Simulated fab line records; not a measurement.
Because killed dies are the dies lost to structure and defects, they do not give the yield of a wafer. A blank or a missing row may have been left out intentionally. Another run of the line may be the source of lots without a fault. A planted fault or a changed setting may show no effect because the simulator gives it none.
Chamber matching ; flow n5 finfet ; N5_GATE_CUT_HM_OPEN_40 on rie diel-01: 4 sister chambers
The step chemistry C4F6/O2, target SiO2, target depth 139 nm, time 85.1 s. 4 wafers are shown with their chamber, then 8 later ones without.

EACH WAFER AND ITS CHAMBER
wafer;chamber;rf vpp V (V)
L077.3;3;687
L085.4;1;667
L085.6;0;648
L091.1;2;653

WAFERS MISSING THEIR CHAMBER
wafer;rf vpp V (V)
L091.3;668
L091.4;649
L095.2;654
L095.4;668
L095.5;667
L096.1;647
L096.2;654
L096.4;667

THE CHAMBER EACH PASSED THROUGH
wafer;from the rows above;in truth
L091.3;1;1
L091.4;0;0
L095.2;2;2
L095.4;1;1
L095.5;1;1
L096.1;0;0
L096.2;2;2
L096.4;1;1
8 of 8 placed correctly. From these rows, 0 cannot be placed. Wrongly placed: 0.
How it was worked out, from the rows above alone: a wafer's distance from a chamber is the root of the sum, over the readings, of the square of ((its reading less the chamber's mean) divided by the reading's scatter). If the next closest chamber is less than 2 further off than the closest, the wafer can't be placed; otherwise it belongs to the closest. A chamber's mean is the mean of its shown wafers. The scatter (one wafer shown for each chamber): square how far every hidden wafer sits from the nearest shown wafer, average those squares and take the square root.
